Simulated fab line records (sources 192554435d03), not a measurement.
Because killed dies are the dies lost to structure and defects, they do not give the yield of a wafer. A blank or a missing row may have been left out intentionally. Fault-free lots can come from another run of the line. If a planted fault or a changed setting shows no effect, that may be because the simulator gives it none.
Split-lot trial + flow n5 finfet + on a route of 1938 steps: 7 lots, 21 wafers read

## ON THE SPLIT
At N5_BEOL_M0_ETCH_138 (etches SiCN in CH3F/O2, target depth 12 nm, time 31.6 s), the setting source w was moved away from the recipe's 395 W on 5 of the 21 wafers read, by -10.5% to +15.9%. All remaining wafers had this setting at the recipe value.

Reading taken at the split's own step.

## THE READING
rf vpp V, in V, at N5_BEOL_M0_ETCH_138 (etches SiCN in CH3F/O2, target depth 12 nm, time 31.6 s). A value of 297.8 V with a standard deviation of 1.7 V is what fault-free wafers of this fab line usually give.

| wafer  | tool, chamber at the split | source w as run, W | against the recipe | rf vpp V, V | against lot-mates on the recipe |
|--------|----------------------------|--------------------|--------------------|-------------|---------------------------------|
| L074.2 | rie diel-05, 1             | 395                | recipe             | 298.6       | -                               |
| L074.3 | rie diel-05, 0             | 395                | recipe             | 300.3       | -                               |
| L074.5 | rie diel-05, 2             | 395                | recipe             | 298.1       | -                               |
| L076.1 | rie diel-06, 0             | 431.3              | +9.2%              | 286.4       | -8.5                            |
| L076.4 | rie diel-06, 3             | 431.3              | +9.2%              | 287.7       | -7.2                            |
| L076.6 | rie diel-06, 0             | 395                | recipe             | 294.9       | -                               |
| L077.1 | rie diel-06, 1             | 395                | recipe             | 299.0       | -                               |
| L077.4 | rie diel-06, 1             | 395                | recipe             | 298.0       | -                               |
| L077.6 | rie diel-06, 3             | 395                | recipe             | 295.9       | -                               |
| L081.3 | rie diel-05, 0             | 395                | recipe             | 300.5       | -                               |
| L081.4 | rie diel-05, 2             | 395                | recipe             | 299.2       | -                               |
| L081.5 | rie diel-05, 3             | 395                | recipe             | 296.2       | -                               |
| L092.1 | rie diel-02, 3             | 458                | +15.9%             | 284.1       | -14.6                           |
| L092.4 | rie diel-02, 3             | 395                | recipe             | 298.7       | -                               |
| L092.6 | rie diel-02, 1             | 458                | +15.9%             | 281.4       | -17.3                           |
| L094.2 | rie diel-05, 0             | 353.6              | -10.5%             | 310.9       | +14.5                           |
| L094.5 | rie diel-05, 0             | 395                | recipe             | 298.6       | -                               |
| L094.6 | rie diel-05, 3             | 395                | recipe             | 294.2       | -                               |
| L097.1 | rie diel-06, 2             | 395                | recipe             | 301.1       | -                               |
| L097.3 | rie diel-06, 0             | 395                | recipe             | 300.2       | -                               |
| L097.5 | rie diel-06, 2             | 395                | recipe             | 300.1       | -                               |

THE FIT
A straight line over all 21 wafers: rf vpp V changes by -1.07 V for each +1% of source w; r = -0.95; the points scatter about the line by 2 V.
The same after taking each lot's own level away (the mean of its wafers on the recipe; 21 wafers): -1.04 V for each +1%; r = -0.97; scatter 1.6 V.
According to that fit, moving source w by its largest amount changes the reading by 17 V.
From 294.90 to 300.47 V: that is the span of the lots' own levels, equal to 3.3 times the standard deviation above.
Hence the lot-to-lot level has little effect on the slope; both slopes agree.
Check: -17 V against its lot-mates is what the line predicts for one of the wafers moved furthest among these (+15.9%) when that wafer is left out of the fit. Against them it came out at -14.6 V.
Tool readings at the split's step, against how far the setting was moved: rf vpp V r = -0.95.

## OTHER SPLITS APPLIED TO THESE WAFERS
Before the reading, these wafers also passed through other splits. Each is held against what the fit with the lots' levels taken away leaves over:
| other split on the same wafers    | wafers away from the commonest value | r with rf vpp V (lot level and that fit taken away) |
|-----------------------------------|--------------------------------------|-----------------------------------------------------|
| N5_BEOL_M0_SAQP_PECVD_96 time s   | 8                                    | -0.17                                               |
| N5_BEOL_M0_SAQP_COAT_08 spin rpm  | 8                                    | -0.09                                               |
| N5_BEOL_M0_CUTY_EXPOSE_54 dose mj | 8                                    | +0.07                                               |

## THE FILE'S OWN FIT
rf vpp V changes by -1.07 V for each +1% of source w, r = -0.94.
